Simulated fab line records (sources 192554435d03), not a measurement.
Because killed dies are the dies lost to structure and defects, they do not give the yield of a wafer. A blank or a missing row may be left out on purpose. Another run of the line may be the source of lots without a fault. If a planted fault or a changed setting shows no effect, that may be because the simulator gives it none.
One fault seen from 3 desks -- flow n5-finfet -- what lay behind the numbers comes last; until then each desk has only its own

METROLOGY DESK
What the gauges read, lot by lot, whatever tool the lot ran on: means of the sampled wafers that have a number. Marked OUT: a lot whose mean sits more than 4 standard deviations from the usual mean, which makes it out of limits; the brackets give that distance.
Columns: A = cd-nm at N5_BEOL_M9_CD_MEAS_28, usual 70.10 nm; B = V8_OVL at N5_BEOL_M9_OVL_MEAS_29, usual -0.2 nm
lot,first seen here,A,B
L736,day 10 21:16,70.17,-0.5
L737,day 11 16:52,70.34,-0.4
L739,day 11 18:55,69.78,-0.6
L740,day 12 02:24,70.14,0.1
L751,day 14 21:35,70.15,-0.1
L753,day 15 05:16,70.15,1.0
This desk's verdict: no lot among the 6 shows anything out of limits.

AT THE TOOL OWNER'S DESK: rie-diel-03
The tool's own readings at N5_BEOL_M9_VIA_ETCH_34 (etches SiCOH lowk in C4F6/O2, target depth 182.4 nm, time 68.4 s): means of the sampled wafers that have a number, for each lot that ran on this tool. Marked OUT: a lot whose mean sits more than 4 standard deviations from the usual mean, which makes it out of limits; the brackets give that distance.
Columns: A = drypump-motor-current-A at N5_BEOL_M9_VIA_ETCH_34, usual 5.7 A; B = oes-product-au at N5_BEOL_M9_VIA_ETCH_34, usual 0.75 a.u.; C = rf-vpp-V at N5_BEOL_M9_VIA_ETCH_34, usual 667 V; D = showerhead-plenum-p-Torr at N5_BEOL_M9_VIA_ETCH_34, usual 2.84 Torr; E = throttle-valve-pct at N5_BEOL_M9_VIA_ETCH_34, usual 20.99 %
lot,first seen here,A,B,C,D,E
L737,day 11 17:11,5.6,0.80,666,2.78,21.13
L739,day 11 19:13,5.4,0.94,676,2.88,21.04
L753,day 15 05:34,5.4,0.75,667,2.88,21.02
This desk's verdict: no lot among the 3 shows anything out of limits.

THE DEFECT DESK
Counts from the inspections along the route, per lot, as means over the sampled wafers that have a number. Marked OUT: a lot whose mean sits more than 4 standard deviations from the usual mean, which makes it out of limits; the brackets give that distance.
Columns: A = raw-defect-count at N5_BEOL_M9_INSPECT_30, usual 434
lot,first seen here,A
L736,day 10 21:21,447
L737,day 11 16:58,369
L739,day 11 19:01,553
L740,day 12 02:29,401
L751,day 14 21:40,492
L753,day 15 05:21,421
This desk's verdict: no lot among the 6 shows anything out of limits.

BROUGHT TOGETHER
The metrology desk saw nothing out of limits.
Nothing out of limits was seen by the tool owner's desk.
No out-of-limits result turned up at the defect desk.

WHAT THE SIMULATOR HAD PUT IN
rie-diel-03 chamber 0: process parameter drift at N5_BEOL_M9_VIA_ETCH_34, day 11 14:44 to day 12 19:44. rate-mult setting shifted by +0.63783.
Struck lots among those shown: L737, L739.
